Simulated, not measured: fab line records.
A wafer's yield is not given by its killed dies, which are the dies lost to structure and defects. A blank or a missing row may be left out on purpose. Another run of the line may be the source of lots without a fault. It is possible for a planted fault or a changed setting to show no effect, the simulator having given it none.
Matching of chambers -- flow n5 finfet -- 4 sister chambers for N5_BEOL_M0_CUTY_DESCUM_61 on rie diel-05
The step chemistry O2, time 7.9 s. 4 wafers are shown with their chamber, then 11 later ones without.

== EACH WAFER AND ITS CHAMBER ==
wafer,chamber,drypump motor current A (A)
L084.2,2,5.4
L089.2,0,5.3
L089.6,3,5.1
L091.4,1,6.6

== WAFERS WITHOUT THEIR CHAMBER ==
wafer,drypump motor current A (A)
L091.5,5.3
L091.6,5.2
L093.1,5.3
L093.3,6.6
L093.4,5.3
L096.1,5.1
L096.4,6.6
L096.5,6.6
L097.1,5.1
L097.4,6.6
L097.6,5.1

== EACH ONE'S CHAMBER ==
wafer,from the rows above,in truth
L091.5,0,0
L091.6,can't be placed: 0 or 3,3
L093.1,0,0
L093.3,1,1
L093.4,0,0
L096.1,3,3
L096.4,1,1
L096.5,1,1
L097.1,3,3
L097.4,1,1
L097.6,3,3
10 of 11 placed correctly. From these rows, 1 cannot be placed; in 1 the true chamber is one of the candidates. Number placed wrongly: 0.
How it was worked out, from the rows above alone: a wafer's distance from a chamber is the root of the sum, over the readings, of the square of ((its reading less the chamber's mean) divided by the reading's scatter). The wafer belongs to the nearest chamber; if the next one is less than 2 further off, it can't be placed. The mean given for a chamber averages the wafers shown for that chamber. The scatter: with one shown wafer a chamber, the root of the mean of the squares of how far each hidden wafer lies from its nearest shown one.
